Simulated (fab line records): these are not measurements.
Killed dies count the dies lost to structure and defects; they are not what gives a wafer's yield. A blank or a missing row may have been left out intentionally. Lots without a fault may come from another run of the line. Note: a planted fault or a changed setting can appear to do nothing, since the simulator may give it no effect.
One fault seen from 3 desks | flow n5-finfet | each desk has only its own numbers; what lay behind them comes last

THE DEFECT DESK
Counts from the inspections along the route, per lot, as means over the sampled wafers that have a number. The brackets show how far a lot's mean lies from the usual mean; more than 4 standard deviations puts the lot out of limits, marked OUT.
Columns: A = raw-defect-count at N5_WELL_APT_INSPECT_27, usual 2.3
lot  | first seen here | A
L418 | day 1 20:58     | 1.3
L419 | day 2 03:01     | 3.0
L421 | day 2 15:12     | 2.3
L423 | day 3 02:55     | 4.0
L430 | day 4 21:20     | 1.7
L431 | day 5 03:28     | 2.3
L432 | day 5 09:15     | 1.7
L433 | day 5 17:06     | 2.0
L435 | day 6 03:09     | 2.3
L440 | day 7 08:53     | 2.0
Finding of this desk: none of the 10 lots has anything out of limits.

THE METROLOGY DESK
What the gauges read for every lot (on any tool): the sampled wafers with a number, averaged. The brackets show how far a lot's mean lies from the usual mean; more than 4 standard deviations puts the lot out of limits, marked OUT. Readings shown: 7 out of 12 (the first out of limits, and those lying furthest out on some lot).
Columns: A = PWELL_OVL at N5_WELL_APT_OVL_MEAS_26, usual -2 nm; B = CJ_N at N5_BEOL_M4_RC_MEAS_101, usual 4.34; C = DIBL_P at N5_BEOL_M4_RC_MEAS_101, usual 36.2 mV/V; D = IOFF_P at N5_BEOL_M4_RC_MEAS_101, usual 0.21 nA/um; E = SS_N at N5_BEOL_M4_RC_MEAS_101, usual 71.5 mV/dec; F = VT_N at N5_BEOL_M4_RC_MEAS_101, usual 250 mV; G = VT_P at N5_BEOL_M4_RC_MEAS_101, usual -250 mV
lot  | first seen here | A  | B               | C    | D    | E    | F   | G
L418 | day 1 20:56     | -5 | 4.12            | 32.2 | 0.14 | 70.1 | 255 | -257
L419 | day 2 02:59     | -6 | 4.10            | 36.0 | 0.15 | 71.3 | 255 | -258
L421 | day 2 15:10     | 4  | 4.20            | 36.7 | 0.18 | 71.9 | 253 | -257
L423 | day 3 02:53     | -2 | 4.28            | 37.2 | 0.21 | 71.8 | 249 | -252
L430 | day 4 21:18     | 2  | 3.59 (-6.2) OUT | 34.9 | 0.23 | 72.5 | 248 | -248
L431 | day 5 03:26     | -2 | 4.22            | 36.8 | 0.27 | 72.2 | 249 | -246
L432 | day 5 09:14     | -1 | 3.60 (-6.1) OUT | 37.3 | 0.20 | 71.7 | 248 | -252
L433 | day 5 17:05     | -3 | 3.66 (-5.7) OUT | 34.4 | 0.22 | 72.4 | 249 | -248
L435 | day 6 03:08     | -2 | 4.35            | 37.0 | 0.22 | 71.5 | 246 | -249
L440 | day 7 08:52     | -7 | 4.35            | 35.4 | 0.23 | 71.8 | 251 | -248
Finding of this desk: L430, L432, L433 out of limits, first seen on L430 at day 11 11:46 (CJ_N at N5_BEOL_M4_RC_MEAS_101). L418, L419, L421, L423, L431, L435, L440 stayed within limits.

TOOL OWNER'S DESK, implanter-02
The tool's own readings at N5_WELL_APT_IMPLANT_32: means of the sampled wafers that have a number, for each lot that ran on this tool. The brackets show how far a lot's mean lies from the usual mean; more than 4 standard deviations puts the lot out of limits, marked OUT.
Columns: A = dose-ions-cm2 at N5_WELL_APT_IMPLANT_32, usual 1.9997e+13; B = faraday-current-uA at N5_WELL_APT_IMPLANT_32, usual 254; C = rotation-deg at N5_WELL_APT_IMPLANT_32, usual 0.003 degrees
lot  | first seen here | A                            | B             | C
L419 | day 2 03:30     | 1.9991e+13                   | 254           | 0.014
L421 | day 2 15:32     | 1.9989e+13                   | 254           | 0.029
L423 | day 3 03:24     | 1.9998e+13                   | 256           | -0.008
L430 | day 4 21:58     | 1.3958e+13 (-99 or more) OUT | 180 (-14) OUT | 0.004
L432 | day 5 10:53     | 1.3933e+13 (-99 or more) OUT | 179 (-14) OUT | -0.005
L433 | day 5 19:37     | 1.3932e+13 (-99 or more) OUT | 180 (-14) OUT | -0.012
This desk's finding: out of limits on L430, L432, L433; first on L430, day 4 21:58 (dose-ions-cm2 at N5_WELL_APT_IMPLANT_32). L419, L421, L423 stayed within limits.

TAKEN TOGETHER
The tool owner's desk could have raised an alarm at day 4 21:58, on L430, L432, L433.
L430, L432, L433 would have let the metrology desk raise an alarm at day 11 11:46.
No out-of-limits result turned up at the defect desk.
The defect desk has L430, L432, L433 on record, within its limits.
On implanter-02, each named lot ran N5_WELL_APT_IMPLANT_32.

WHAT HAD BEEN PUT IN BY THE SIMULATOR
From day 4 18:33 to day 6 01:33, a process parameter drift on implanter-02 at N5_WELL_APT_IMPLANT_32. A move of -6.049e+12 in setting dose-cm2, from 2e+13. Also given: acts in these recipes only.
Lots struck among those shown: L430, L432, L433.
Hours from the fault's start to each desk's first reading out of limits: the tool owner's desk, 3; the metrology desk, 161.
